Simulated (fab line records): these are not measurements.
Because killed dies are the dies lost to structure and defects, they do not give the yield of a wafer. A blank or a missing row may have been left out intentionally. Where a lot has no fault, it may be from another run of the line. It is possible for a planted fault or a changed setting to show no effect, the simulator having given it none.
Matching of chambers -- flow nand harc -- 4 sister chambers for NHARC_A_STAIRCASE_ALD_420 on ald hk-01
The step deposits SiO2, target thk 20 nm, pulse time 6 s, ald cycles 200. 8 wafers are shown with their chamber, then 10 later ones without.

WAFERS WITH THEIR CHAMBER
wafer,chamber,heater power w (W),precursor pulse height rel
L084.5,3,421,0.984
L084.6,2,411,0.992
L085.5,2,418,1.011
L085.6,1,421,1.006
L087.4,1,420,0.986
L087.6,0,482,0.987
L090.1,0,495,1.019
L090.2,3,415,1.016

WAFERS WHOSE CHAMBER IS MISSING
wafer,heater power w (W),precursor pulse height rel
L090.4,418,1.006
L093.1,425,0.958
L093.2,424,1.025
L093.4,412,0.997
L097.2,427,0.996
L097.3,481,0.953
L097.4,438,1.008
L096.2,422,0.990
L096.3,414,1.012
L096.6,474,0.989

EACH ONE'S CHAMBER
wafer,from the rows above,in truth
L090.4,can't be placed: 3 or 2 or 1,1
L093.1,can't be placed: 1 or 3 or 2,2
L093.2,can't be placed: 1 or 3 or 2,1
L093.4,can't be placed: 2 or 3 or 1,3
L097.2,can't be placed: 1 or 3 or 2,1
L097.3,0,0
L097.4,can't be placed: 1 or 3 or 2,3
L096.2,can't be placed: 1 or 3 or 2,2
L096.3,can't be placed: 2 or 3 or 1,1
L096.6,0,0
Correct placement for 2 of the 10. Not placeable from these rows: 8 (in 8, the candidates include the true chamber). 0 placed wrongly.
How it was worked out, from the rows above alone: a wafer's distance from a chamber is the root of the sum, over the readings, of the square of ((its reading less the chamber's mean) divided by the reading's scatter). If the next closest chamber is less than 2 further off than the closest, the wafer can't be placed; otherwise it belongs to the closest. Each chamber's mean is taken over the wafers shown for it. The scatter: the root of (the sum of the squares of (reading less its chamber's mean) over the shown wafers, divided by (wafers less chambers)).
